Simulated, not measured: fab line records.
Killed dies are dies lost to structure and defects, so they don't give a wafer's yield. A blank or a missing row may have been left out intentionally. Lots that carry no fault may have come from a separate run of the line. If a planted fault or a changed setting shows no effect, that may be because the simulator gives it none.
fab line records	flow nandHarc
record lots=24	wafers=72	lastDay=24
route steps=1159 shown A_CHANNEL_HOLE_D1@489 A_CHANNEL_FILL_D1@518 A_STAIRCASE@617
lots untouched by any fault: they come from a run of this same line in which no faults occurred
startH: the number of hours between the record's first day and the start of the first shown wafer of the lot	waitH: hours elapsed since this lot's preceding step	" as in the row above	L1.1+2: one row covering several wafers at once	- value missing, or start not given	* or withheld: withheld	< > ~ a bound
route shown NAME@n: a module of which the file shows steps, and the number in the route of the first	usual: mean/standard deviation of fault-free wafers	same: alike in all rows	chamber/n: place in a boat	sites: each site's reading	_std_site: standard deviation of those values	_edge_site: the outer-site mean with the inner-site mean subtracted	radiusMm: how far each site lies from the wafer's centre	mask NAME#n: copy n	behind: tool/chamber where the wafer was last shaped	hold: cause of the lot's hold/its duration in hours/its outcome	device: whichever transistor did not switch (one of n, p or np)	end of line: tests run on the same wafers once the route is complete	a step without rows: its recipe alone	killed: count of dies lost to structure and defects at first sort (not the wafer's yield)	map: a wafer's dies, x killed, . not, _ none there
set.NAME: the setting the step ran with; set.NAME@STEP: the setting that earlier step ran with	model.NAME: the simulator's own value behind a step, which no gauge read
a sample of lots followed through the steps of the route, with each step as a table and each wafer as a row
services: from which hour (startH, from the record's first day; less than 0 if before it) a tool's chamber was out of use, for how many hours, and why
## steps
# step NHARC_A_CHANNEL_HOLE_D1_INSPECT_40
# usual rawDefectCount=58/14
lot.wafer	tool	chamber	startH	waitH	rawDefectCount
L074.1	defectInspect-02	-	181.03	-	57
L074.4	"	-	"	"	51
L074.5	"	-	"	"	50
L075.2	defectInspect-01	-	188.83	-	67
L075.3	"	-	"	"	72
L075.4	"	-	"	"	45
L076.1	defectInspect-02	-	192.53	-	64
L076.2	"	-	"	"	46
L076.6	"	-	"	"	52
L077.1	defectInspect-02	-	195.88	-	37
L077.4	"	-	"	"	55
L077.5	"	-	"	"	59
L078.3	defectInspect-01	-	206.16	-	82
L078.5	"	-	"	"	58
L078.6	"	-	"	"	66
L080.2	defectInspect-01	-	216.43	-	38
L080.3	"	-	"	"	38
L080.4	"	-	"	"	47
L079.1	defectInspect-02	-	216.62	-	41
L079.2	"	-	"	"	49
L079.5	"	-	"	"	47
L082.2	defectInspect-02	-	225.53	-	70
L082.5	"	-	"	"	50
L082.6	"	-	"	"	56
L081.2	defectInspect-02	-	225.78	-	75
L081.4	"	-	"	"	53
L081.5	"	-	"	"	54
L084.1	defectInspect-02	-	236.13	-	49
L084.2	"	-	"	"	46
L084.4	"	-	"	"	37
L083.2	defectInspect-02	-	236.48	-	71
L083.3	"	-	"	"	77
L083.4	"	-	"	"	85
L087.1	defectInspect-01	-	255.36	-	58
L087.4	"	-	"	"	40
L087.6	"	-	"	"	47
L085.1	defectInspect-02	-	255.64	-	67
L085.2	"	-	"	"	60
L085.3	"	-	"	"	49
L086.1	defectInspect-01	-	259.96	-	61
L086.3	"	-	"	"	38
L086.6	"	-	"	"	27
L088.1	defectInspect-02	-	267.26	-	73
L088.2	"	-	"	"	54
L088.4	"	-	"	"	69
L090.1	defectInspect-02	-	275.03	-	77
L090.3	"	-	"	"	58
L090.4	"	-	"	"	71
L089.2	defectInspect-01	-	275.15	-	48
L089.3	"	-	"	"	34
L089.5	"	-	"	"	56
L091.2	defectInspect-02	-	279.33	-	80
L091.4	"	-	"	"	67
L091.5	"	-	"	"	69
L092.3	defectInspect-02	-	287.38	-	52
L092.5	"	-	"	"	39
L092.6	"	-	"	"	38
L093.2	defectInspect-01	-	297.31	-	58
L093.3	"	-	"	"	61
L093.4	"	-	"	"	57
L094.1	defectInspect-02	-	297.80	-	49
L094.3	"	-	"	"	65
L094.5	"	-	"	"	56
L096.3	defectInspect-01	-	310.58	-	36
L096.4	"	-	"	"	48
L096.6	"	-	"	"	57
L097.2	defectInspect-01	-	314.75	-	71
L097.4	"	-	"	"	63
L097.5	"	-	"	"	46
L095.2	defectInspect-01	-	318.92	-	55
L095.3	"	-	"	"	56
L095.5	"	-	"	"	48
# step NHARC_A_CHANNEL_FILL_D1_INSPECT_13
# usual rawDefectCount=285/98
lot.wafer	tool	chamber	startH	waitH	rawDefectCount
L074.1	defectInspect-01	-	237.60	0.2	275
L074.4	"	-	"	"	347
L074.5	"	-	"	"	316
L075.2	defectInspect-01	-	240.20	0.1	265
L075.3	"	-	"	"	272
L075.4	"	-	"	"	263
L077.1	defectInspect-01	-	244.25	0.2	267
L077.4	"	-	"	"	270
L077.5	"	-	"	"	344
L076.1	defectInspect-02	-	244.32	0.2	435
L076.2	"	-	"	"	410
L076.6	"	-	"	"	554
L078.3	defectInspect-02	-	254.27	0.1	355
L078.5	"	-	"	"	155
L078.6	"	-	"	"	267
L079.1	defectInspect-01	-	264.19	0.2	313
L079.2	"	-	"	"	163
L079.5	"	-	"	"	267
L080.2	defectInspect-02	-	264.20	0.1	357
L080.3	"	-	"	"	337
L080.4	"	-	"	"	337
L082.2	defectInspect-01	-	276.82	0.1	260
L082.5	"	-	"	"	200
L082.6	"	-	"	"	205
L081.2	defectInspect-01	-	281.02	0.1	326
L081.4	"	-	"	"	506
L081.5	"	-	"	"	297
L083.2	defectInspect-02	-	284.32	0.1	166
L083.3	"	-	"	"	227
L083.4	"	-	"	"	260
L084.1	defectInspect-01	-	284.38	0.2	379
L084.2	"	-	"	"	369
L084.4	"	-	"	"	223
L087.1	defectInspect-01	-	305.11	0.2	326
L087.4	"	-	"	"	181
L087.6	"	-	"	"	352
L085.1	defectInspect-01	-	305.30	0.2	465
L085.2	"	-	"	"	219
L085.3	"	-	"	"	214
L086.1	defectInspect-01	-	314.34	0.2	172
L086.3	"	-	"	"	141
L086.6	"	-	"	"	191
L088.1	defectInspect-02	-	318.03	0.2	280
L088.2	"	-	"	"	234
L088.4	"	-	"	"	292
L090.1	defectInspect-02	-	323.98	0.2	444
L090.3	"	-	"	"	342
L090.4	"	-	"	"	387
L089.2	defectInspect-02	-	324.15	0.1	169
L089.3	"	-	"	"	228
L089.5	"	-	"	"	221
L091.2	defectInspect-02	-	328.64	0.1	185
L091.4	"	-	"	"	151
L091.5	"	-	"	"	210
L092.3	defectInspect-02	-	338.52	0.1	373
L092.5	"	-	"	"	181
L092.6	"	-	"	"	252
L094.1	defectInspect-01	-	345.95	0.2	349
L094.3	"	-	"	"	248
L094.5	"	-	"	"	260
L093.2	defectInspect-02	-	345.98	0.1	387
L093.3	"	-	"	"	432
L093.4	"	-	"	"	389
L096.3	defectInspect-02	-	358.81	0.1	240
L096.4	"	-	"	"	252
L096.6	"	-	"	"	272
L097.2	defectInspect-01	-	367.90	0.2	116
L097.4	"	-	"	"	174
L097.5	"	-	"	"	271
L095.2	defectInspect-02	-	367.99	0.1	439
L095.3	"	-	"	"	460
L095.5	"	-	"	"	391
# step NHARC_A_STAIRCASE_ETCH_223
# recipe targetDepthA=1000	timeS=40.5	ionEnergyEv=400	c4f8FlowSccm=20	o2FlowSccm=10	arFlowSccm=withheld	rfW=600	biasW=1000	chemistry=C4F8/O2
# usual oesProductAu=0.943/0.014	rfVppV=897/4.5
lot.wafer	tool	chamber	startH	waitH	oesProductAu	rfHoursCounterH	rfVppV
L074.1	rieDiel-13	3	-	-	0.940	49	893
L074.4	"	1	"	"	0.940	49	897
L074.5	"	2	"	"	0.948	-	898
L075.2	rieDiel-01	1	-	-	0.919	34	890
L075.4	"	2	"	"	0.943	39	901
L075.3	"	3	"	"	0.926	40	898
L076.1	rieDiel-11	1	-	-	0.932	22	893
L076.2	"	0	"	"	0.931	21	904
L076.6	"	2	"	"	0.965	-	893
L077.1	rieDiel-13	3	-	-	0.930	51	893
L077.4	"	0	"	"	0.948	51	904
L077.5	"	2	"	"	0.951	-	897
L078.3	rieDiel-11	0	-	-	0.943	24	902
L078.5	"	3	"	"	0.932	-	900
L078.6	"	0	"	"	0.931	-	902
L080.3	rieDiel-01	1	-	-	0.942	43	889
L080.2	"	2	"	"	0.964	47	902
L080.4	"	3	"	"	0.968	48	898
L079.1	rieDiel-01	2	-	-	0.937	48	903
L079.2	"	3	"	"	0.943	48	898
L079.5	"	3	"	"	0.937	-	899
L082.2	rieDiel-13	2	-	-	0.958	2	897
L082.5	"	0	"	"	0.955	-	905
L082.6	"	1	"	"	0.944	-	897
L081.4	rieDiel-13	2	-	-	0.958	3	898
L081.2	"	3	"	"	0.952	3	893
L081.5	"	3	"	"	0.949	-	893
L083.4	rieDiel-01	2	-	-	0.946	56	902
L083.2	"	3	"	"	0.945	57	898
L083.3	"	1	"	"	0.947	50	890
L084.1	rieDiel-13	0	-	-	0.968	4	904
L084.4	"	2	"	"	0.961	4	899
L084.2	"	3	"	"	0.936	4	892
L085.2	rieDiel-13	1	-	-	0.949	12	897
L085.1	"	2	"	"	0.946	13	897
L085.3	"	3	"	"	0.940	12	893
L087.1	rieDiel-13	3	-	-	0.942	12	891
L087.4	"	1	"	"	0.935	13	898
L087.6	"	3	"	"	0.948	-	892
L086.3	rieDiel-11	0	-	-	0.945	47	903
L086.1	"	3	"	"	0.923	48	901
L086.6	"	1	"	"	0.928	-	893
L088.2	rieDiel-13	1	-	-	0.950	17	898
L088.1	"	2	"	"	0.961	17	898
L088.4	"	3	"	"	0.944	17	894
L090.1	rieDiel-13	3	-	-	0.931	19	893
L090.3	"	0	"	"	0.956	18	905
L090.4	"	1	"	"	0.939	19	898
L089.2	rieDiel-11	3	-	-	0.924	51	899
L089.3	"	2	"	"	0.930	53	891
L089.5	"	0	"	"	0.960	-	903
L091.2	rieDiel-13	1	-	-	0.956	21	897
L091.4	"	3	"	"	0.941	22	893
L091.5	"	1	"	"	0.943	-	897
L092.3	rieDiel-11	2	-	-	0.930	58	892
L092.6	"	3	"	"	0.935	-	900
L092.5	"	0	"	"	0.945	-	901
L093.4	rieDiel-13	3	-	-	0.935	28	893
L093.2	"	0	"	"	0.964	27	904
L093.3	"	1	"	"	0.964	28	898
L094.1	rieDiel-13	2	-	-	0.947	29	897
L094.3	"	1	"	"	0.943	29	896
L094.5	"	3	"	"	0.924	-	893
L096.3	rieDiel-01	2	-	-	0.941	16	902
L096.4	"	3	"	"	0.925	18	898
L096.6	"	2	"	"	0.942	-	900
L097.4	rieDiel-01	3	-	-	0.912	24	898
L097.2	"	0	"	"	0.921	24	897
L097.5	"	2	"	"	0.917	-	901
L095.3	rieDiel-11	2	-	-	0.946	1	890
L095.2	"	3	"	"	0.966	1	900
L095.5	"	0	"	"	0.957	-	902
# step NHARC_A_STAIRCASE_TRIM_226
# recipe timeS=211.2	o2FlowSccm=500	arFlowSccm=0	biasW=0	chemistry=O2
# usual drypumpMotorCurrentA=5.7/0.4	oesProductAu=1.004/0.012	rfVppV=57.9/0.94	showerheadPlenumPTorr=3.56/0.12	throttleValvePct=17.037/0.0098
lot.wafer	tool	chamber	startH	waitH	drypumpMotorCurrentA	oesProductAu	rfHoursCounterH	rfVppV	showerheadPlenumPTorr	throttleValvePct
L074.1	rieDiel-13	2	-	-	5.2	1.012	55	57.1	3.58	17.055
L074.4	"	1	"	"	5.5	1.005	49	57.9	3.59	17.040
L074.5	"	2	"	"	5.2	1.009	-	58.2	3.58	17.035
L075.3	rieDiel-01	2	-	-	5.8	1.009	39	58.1	3.71	17.026
L075.2	"	0	"	"	5.4	0.996	35	56.6	3.59	17.035
L075.4	"	1	"	"	5.9	1.002	34	55.8	3.34	17.016
L076.2	rieDiel-11	0	-	-	5.4	0.997	21	58.2	3.71	17.035
L076.1	"	1	"	"	5.8	0.984	22	60.2	3.46	17.045
L076.6	"	0	"	"	5.4	1.007	-	59.4	3.71	17.030
L077.4	rieDiel-13	3	-	-	5.5	0.996	51	58.1	3.45	17.042
L077.1	"	0	"	"	6.6	1.011	51	57.2	3.78	17.033
L077.5	"	2	"	"	5.2	1.015	-	58.9	3.58	17.031
L078.3	rieDiel-11	0	-	-	5.5	0.996	24	59.1	3.71	17.033
L078.5	"	1	"	"	5.8	0.974	-	56.4	3.46	17.025
L078.6	"	2	"	"	5.6	1.000	-	57.9	3.42	17.044
L080.3	rieDiel-01	2	-	-	5.8	1.007	47	57.8	3.71	17.033
L080.4	"	0	"	"	5.4	1.009	44	58.6	3.59	17.031
L080.2	"	1	"	"	5.9	1.006	43	58.1	3.34	17.038
L079.1	rieDiel-01	1	-	-	5.9	1.000	44	57.4	3.33	17.031
L079.2	"	2	"	"	5.8	1.013	48	57.2	3.71	17.025
L079.5	"	1	"	"	5.9	0.999	-	57.9	3.34	17.038
L082.2	rieDiel-13	2	-	-	5.2	1.028	3	58.2	3.57	17.049
L082.6	"	1	"	"	5.5	1.004	-	56.7	3.59	17.036
L082.5	"	2	"	"	5.2	1.025	-	57.4	3.57	17.068
L081.2	rieDiel-13	2	-	-	5.2	1.020	4	57.7	3.57	17.030
L081.4	"	1	"	"	5.5	1.008	4	59.1	3.58	17.038
L081.5	"	3	"	"	5.4	1.005	-	57.5	3.44	17.040
L083.3	rieDiel-01	2	-	-	5.8	1.019	56	57.8	3.70	17.033
L083.4	"	3	"	"	6.0	1.004	57	55.9	3.58	17.051
L083.2	"	0	"	"	5.4	0.992	51	57.8	3.59	17.040
L084.1	rieDiel-13	1	-	-	5.5	0.996	4	57.2	3.58	17.035
L084.4	"	2	"	"	5.2	1.014	4	58.6	3.57	17.045
L084.2	"	3	"	"	5.5	1.001	4	58.8	3.44	17.057
L085.3	rieDiel-13	1	-	-	5.5	1.006	13	58.8	3.58	17.029
L085.2	"	2	"	"	5.2	1.019	13	58.6	3.56	17.030
L085.1	"	3	"	"	5.5	1.017	12	57.2	3.44	17.036
L087.1	rieDiel-13	0	-	-	6.7	1.023	12	57.9	3.77	17.036
L087.4	"	1	"	"	5.5	0.995	13	59.8	3.58	17.027
L087.6	"	2	"	"	5.2	1.011	-	57.7	3.56	17.044
L086.1	rieDiel-11	3	-	-	5.9	0.981	48	58.3	3.65	17.026
L086.3	"	1	"	"	5.8	0.995	46	57.8	3.44	17.022
L086.6	"	3	"	"	5.8	0.974	-	59.5	3.65	17.041
L088.4	rieDiel-13	3	-	-	5.5	0.995	17	57.7	3.44	17.035
L088.2	"	1	"	"	5.5	1.010	17	58.2	3.58	17.040
L088.1	"	2	"	"	5.2	1.011	18	56.5	3.56	17.031
L090.1	rieDiel-13	2	-	-	5.3	1.012	20	56.9	3.56	17.047
L090.4	"	3	"	"	5.4	1.000	19	58.1	3.44	17.036
L090.3	"	0	"	"	6.7	1.017	18	58.3	3.76	17.029
L089.2	rieDiel-11	2	-	-	5.6	1.008	53	57.6	3.40	17.039
L089.3	"	3	"	"	5.8	0.997	52	56.8	3.65	17.028
L089.5	"	3	"	"	5.8	0.997	-	55.4	3.65	17.043
L091.4	rieDiel-13	3	-	-	5.5	1.000	22	56.9	3.43	17.061
L091.2	"	0	"	"	6.7	1.016	22	58.9	3.76	17.050
L091.5	"	2	"	"	5.2	1.018	-	58.5	3.56	17.031
L092.3	rieDiel-11	1	-	-	5.8	0.997	56	57.4	3.44	17.037
L092.5	"	2	"	"	5.6	1.008	-	57.0	3.40	17.025
L092.6	"	3	"	"	5.8	0.990	-	58.1	3.65	17.026
L093.4	rieDiel-13	3	-	-	5.5	1.002	28	58.3	3.43	17.038
L093.3	"	0	"	"	6.7	1.016	27	58.0	3.76	17.041
L093.2	"	1	"	"	5.5	1.010	28	57.8	3.57	17.047
L094.1	rieDiel-13	2	-	-	5.2	1.008	30	57.2	3.55	17.021
L094.3	"	1	"	"	5.5	0.998	29	58.0	3.57	17.041
L094.5	"	2	"	"	5.2	1.009	-	59.1	3.55	17.025
L096.4	rieDiel-01	3	-	-	6.1	0.981	19	57.2	3.57	17.053
L096.3	"	0	"	"	5.3	0.984	21	57.5	3.57	17.037
L096.6	"	0	"	"	5.3	0.992	-	59.4	3.57	17.038
L097.2	rieDiel-01	2	-	-	5.8	1.002	21	59.9	3.69	17.024
L097.4	"	1	"	"	5.9	1.001	21	58.4	3.32	17.029
L097.5	"	2	"	"	5.8	1.004	-	58.9	3.69	17.033
L095.2	rieDiel-11	1	-	-	5.8	0.994	1	56.6	3.44	17.032
L095.3	"	3	"	"	5.8	0.999	2	58.2	3.64	17.035
L095.5	"	1	"	"	5.7	0.981	-	56.4	3.43	17.032
# step NHARC_A_STAIRCASE_ETCH_232
# recipe targetDepthA=1000	timeS=40.5	ionEnergyEv=400	c4f8FlowSccm=20	o2FlowSccm=10	arFlowSccm=withheld	rfW=600	biasW=1000	chemistry=C4F8/O2
# usual oesProductAu=0.948/0.013	rfVppV=898/4.4
lot.wafer	tool	chamber	startH	waitH	oesProductAu	rfHoursCounterH	rfVppV
L074.4	rieDiel-13	3	-	-	0.930	49	893
L074.1	"	1	"	"	0.960	50	899
L074.5	"	2	"	"	0.948	-	898
L075.3	rieDiel-01	1	-	-	0.948	35	890
L075.2	"	2	"	"	0.962	39	902
L075.4	"	3	"	"	0.951	40	898
L076.2	rieDiel-11	2	-	-	0.945	23	893
L076.1	"	0	"	"	0.948	21	902
L076.6	"	3	"	"	0.941	-	900
L077.4	rieDiel-13	1	-	-	0.947	52	899
L077.1	"	2	"	"	0.961	58	898
L077.5	"	1	"	"	0.946	-	898
L078.3	rieDiel-13	3	-	-	0.939	55	894
L078.6	"	1	"	"	0.955	-	898
L078.5	"	2	"	"	0.961	-	898
L080.2	rieDiel-01	2	-	-	0.942	48	904
L080.4	"	0	"	"	0.934	45	897
L080.3	"	1	"	"	0.945	44	889
L079.1	rieDiel-01	0	-	-	0.928	46	898
L079.2	"	1	"	"	0.930	45	888
L079.5	"	0	"	"	0.939	-	898
L082.2	rieDiel-01	3	-	-	0.946	56	898
L082.6	"	1	"	"	0.949	-	889
L082.5	"	2	"	"	0.952	-	902
L081.2	rieDiel-11	1	-	-	0.923	37	893
L081.4	"	2	"	"	0.941	40	893
L081.5	"	3	"	"	0.936	-	901
L083.2	rieDiel-13	1	-	-	0.940	5	898
L083.4	"	2	"	"	0.951	5	898
L083.3	"	3	"	"	0.930	5	894
L084.2	rieDiel-01	0	-	-	0.937	52	897
L084.1	"	1	"	"	0.930	51	889
L084.4	"	3	"	"	0.943	-	898
L085.1	rieDiel-13	2	-	-	0.955	14	897
L085.3	"	3	"	"	0.942	13	894
L085.2	"	1	"	"	0.947	13	898
L087.1	rieDiel-11	3	-	-	0.936	45	899
L087.4	"	2	"	"	0.941	47	893
L087.6	"	0	"	"	0.944	-	902
L086.3	rieDiel-11	1	-	-	0.938	47	893
L086.1	"	2	"	"	0.929	49	892
L086.6	"	1	"	"	0.926	-	893
L088.1	rieDiel-13	2	-	-	0.971	18	896
L088.2	"	3	"	"	0.947	17	892
L088.4	"	0	"	"	0.955	17	904
L090.1	rieDiel-11	3	-	-	0.919	52	899
L090.4	"	0	"	"	0.943	51	901
L090.3	"	2	"	"	0.948	53	891
L089.2	rieDiel-11	2	-	-	0.929	54	891
L089.3	"	3	"	"	0.936	52	899
L089.5	"	2	"	"	0.929	-	892
L091.4	rieDiel-13	0	-	-	0.971	22	905
L091.2	"	2	"	"	0.950	22	897
L091.5	"	0	"	"	0.965	-	904
L092.3	rieDiel-13	1	-	-	0.965	27	897
L092.6	"	2	"	"	0.987	-	898
L092.5	"	3	"	"	0.961	-	894
L093.3	rieDiel-13	3	-	-	0.933	29	895
L093.2	"	1	"	"	0.937	29	898
L093.4	"	2	"	"	0.950	30	897
L094.1	rieDiel-01	2	-	-	0.952	14	901
L094.3	"	0	"	"	0.929	18	899
L094.5	"	3	"	"	0.954	-	898
L096.3	rieDiel-13	3	-	-	0.943	33	891
L096.4	"	0	"	"	0.951	33	903
L096.6	"	1	"	"	0.941	-	898
L097.2	rieDiel-13	3	-	-	0.931	39	893
L097.4	"	2	"	"	0.962	39	898
L097.5	"	3	"	"	0.946	-	892
L095.3	rieDiel-01	0	-	-	0.939	25	896
L095.2	"	1	"	"	0.960	22	888
L095.5	"	3	"	"	0.935	-	896
# step NHARC_A_STAIRCASE_ETCH_452
# recipe targetDepthA=300	overetchA=30	timeS=16.5	ionEnergyEv=100	cf4FlowSccm=80	o2FlowSccm=20	arFlowSccm=0	rfW=300	biasW=100	chemistry=CF4/O2
# usual drypumpMotorCurrentA=5.7/0.44	oesProductAu=1.003/0.012	rfVppV=197.9/1.4	showerheadPlenumPTorr=1.35/0.051	throttleValvePct=13.398/0.0096
lot.wafer	tool	chamber	startH	waitH	drypumpMotorCurrentA	oesProductAu	rfHoursCounterH	rfVppV	showerheadPlenumPTorr	throttleValvePct
L074.4	rieDiel-01	1	-	-	5.9	0.992	36	196.5	1.26	13.409
L074.1	"	0	"	"	5.4	1.006	37	199.6	1.36	13.391
L074.5	"	2	"	"	5.8	1.017	-	199.4	1.41	13.399
L075.2	rieDiel-13	3	-	-	5.4	0.993	52	197.2	1.30	13.404
L075.4	"	0	"	"	6.7	1.006	52	199.6	1.43	13.398
L075.3	"	2	"	"	5.2	1.004	59	199.4	1.35	13.412
L076.2	rieDiel-13	0	-	-	6.7	1.012	53	199.4	1.43	13.403
L076.1	"	2	"	"	5.2	1.010	61	197.1	1.35	13.409
L076.6	"	3	"	"	5.4	0.997	-	197.6	1.30	13.398
L077.1	rieDiel-13	3	-	-	5.4	0.998	54	197.8	1.30	13.397
L077.4	"	2	"	"	5.2	1.004	61	199.0	1.35	13.394
L077.5	"	3	"	"	5.4	1.000	-	198.8	1.30	13.392
L078.3	rieDiel-11	1	-	-	5.7	0.995	28	197.5	1.31	13.415
L078.5	"	0	"	"	5.4	1.002	-	199.2	1.41	13.403
L078.6	"	1	"	"	5.8	0.993	-	195.8	1.31	13.403
L080.4	rieDiel-01	0	-	-	5.4	1.002	48	197.9	1.36	13.391
L080.3	"	1	"	"	5.9	1.004	47	195.7	1.26	13.389
L080.2	"	2	"	"	5.8	1.005	52	201.3	1.40	13.387
L079.2	rieDiel-13	1	-	-	5.5	1.006	1	197.0	1.36	13.393
L079.1	"	2	"	"	5.2	1.016	1	197.6	1.35	13.402
L079.5	"	1	"	"	5.5	1.011	-	199.5	1.36	13.405
L082.2	rieDiel-13	1	-	-	5.5	1.006	5	198.4	1.36	13.415
L082.6	"	3	"	"	5.4	1.003	-	197.4	1.30	13.395
L082.5	"	0	"	"	6.7	1.017	-	200.1	1.43	13.402
L081.2	rieDiel-11	1	-	-	5.8	0.993	39	196.3	1.30	13.395
L081.4	"	3	"	"	5.8	0.971	39	200.4	1.39	13.405
L081.5	"	1	"	"	5.8	0.978	-	197.2	1.30	13.401
L083.3	rieDiel-11	1	-	-	5.8	0.990	40	196.2	1.30	13.383
L083.2	"	2	"	"	5.6	0.993	43	196.1	1.29	13.415
L083.4	"	0	"	"	5.4	1.007	39	198.5	1.40	13.403
L084.1	rieDiel-13	3	-	-	5.5	0.999	7	196.5	1.30	13.393
L084.4	"	0	"	"	6.6	1.016	7	198.4	1.43	13.398
L084.2	"	1	"	"	5.5	1.016	8	199.0	1.36	13.395
L085.3	rieDiel-01	0	-	-	5.4	0.984	0	199.0	1.36	13.415
L085.2	"	2	"	"	5.8	1.005	0	198.0	1.40	13.407
L085.1	"	3	"	"	6.1	1.003	0	197.3	1.35	13.415
L087.1	rieDiel-13	2	-	-	5.2	1.012	16	199.4	1.35	13.395
L087.4	"	0	"	"	6.7	1.015	15	200.3	1.43	13.393
L087.6	"	2	"	"	5.2	1.016	-	197.2	1.35	13.396
L086.1	rieDiel-11	3	-	-	5.8	0.983	50	201.0	1.38	13.399
L086.3	"	1	"	"	5.7	0.990	49	197.7	1.30	13.404
L086.6	"	2	"	"	5.6	0.995	-	196.4	1.29	13.391
L088.2	rieDiel-11	3	-	-	5.8	0.983	52	197.8	1.38	13.396
L088.4	"	0	"	"	5.5	1.007	51	197.9	1.40	13.406
L088.1	"	2	"	"	5.6	0.994	54	195.4	1.28	13.394
L090.1	rieDiel-13	3	-	-	5.4	1.002	23	197.3	1.30	13.378
L090.3	"	1	"	"	5.5	1.007	22	199.3	1.35	13.396
L090.4	"	2	"	"	5.2	1.015	23	197.1	1.35	13.390
L089.2	rieDiel-13	2	-	-	5.2	0.995	24	198.6	1.35	13.382
L089.3	"	0	"	"	6.6	1.015	23	199.4	1.43	13.407
L089.5	"	2	"	"	5.2	1.011	-	197.6	1.35	13.392
L091.4	rieDiel-11	1	-	-	5.8	1.002	54	196.5	1.30	13.410
L091.2	"	2	"	"	5.6	0.999	57	197.0	1.28	13.408
L091.5	"	2	"	"	5.6	1.008	-	197.1	1.28	13.415
L092.3	rieDiel-13	2	-	-	5.2	1.006	30	197.8	1.35	13.397
L092.5	"	1	"	"	5.5	1.008	-	198.8	1.35	13.391
L092.6	"	2	"	"	5.2	1.019	-	198.3	1.35	13.390
L093.2	rieDiel-13	0	-	-	6.6	1.019	32	199.5	1.43	13.402
L093.4	"	1	"	"	5.5	1.010	32	198.2	1.35	13.408
L093.3	"	3	"	"	5.4	1.000	32	196.9	1.30	13.388
L094.1	rieDiel-01	0	-	-	5.4	0.984	21	197.4	1.35	13.394
L094.3	"	2	"	"	5.8	1.003	16	197.1	1.40	13.389
L094.5	"	0	"	"	5.4	0.988	-	198.4	1.35	13.410
L096.4	rieDiel-13	0	-	-	6.6	1.020	38	198.3	1.42	13.391
L096.3	"	1	"	"	5.5	1.011	38	197.8	1.35	13.388
L096.6	"	3	"	"	5.5	0.987	-	196.7	1.29	13.407
L097.4	rieDiel-13	2	-	-	5.2	1.027	41	197.5	1.34	13.396
L097.2	"	0	"	"	6.7	1.022	41	199.7	1.42	13.400
L097.5	"	2	"	"	5.2	1.032	-	197.9	1.34	13.394
L095.3	rieDiel-01	0	-	-	5.4	0.986	28	197.2	1.35	13.386
L095.2	"	3	"	"	6.0	0.983	28	198.4	1.35	13.402
L095.5	"	1	"	"	5.8	1.001	-	195.4	1.25	13.398
## services
tool	chamber	startH	hours	kind
rieDiel-13	0	232.08	-	clean
rieDiel-13	1	232.08	-	clean
rieDiel-13	2	232.08	-	clean
rieDiel-13	3	232.08	-	clean
rieDiel-13	0	256.58	-	clean
rieDiel-13	1	256.58	-	clean
rieDiel-13	2	256.58	-	clean
rieDiel-13	3	256.58	-	clean
rieDiel-13	-	276.27	9.0	pm
rieDiel-13	0	276.27	9.0	ventCycle
rieDiel-13	1	276.27	9.0	ventCycle
rieDiel-13	2	276.27	9.0	ventCycle
rieDiel-13	3	276.27	9.0	ventCycle
rieDiel-13	0	285.27	-	clean
rieDiel-13	1	285.27	-	clean
rieDiel-13	1	285.27	-	consumableReplace:focusRing
rieDiel-13	2	285.27	-	clean
rieDiel-13	3	285.27	-	clean
rieDiel-13	3	285.27	-	consumableReplace:focusRing
rieDiel-01	2	296.42	3.8	repair
rieDiel-13	0	309.77	-	clean
rieDiel-01	-	314.88	9.0	pm
rieDiel-01	2	362.64	2.9	repair
rieDiel-11	-	366.50	9.0	pm
## key
fault none
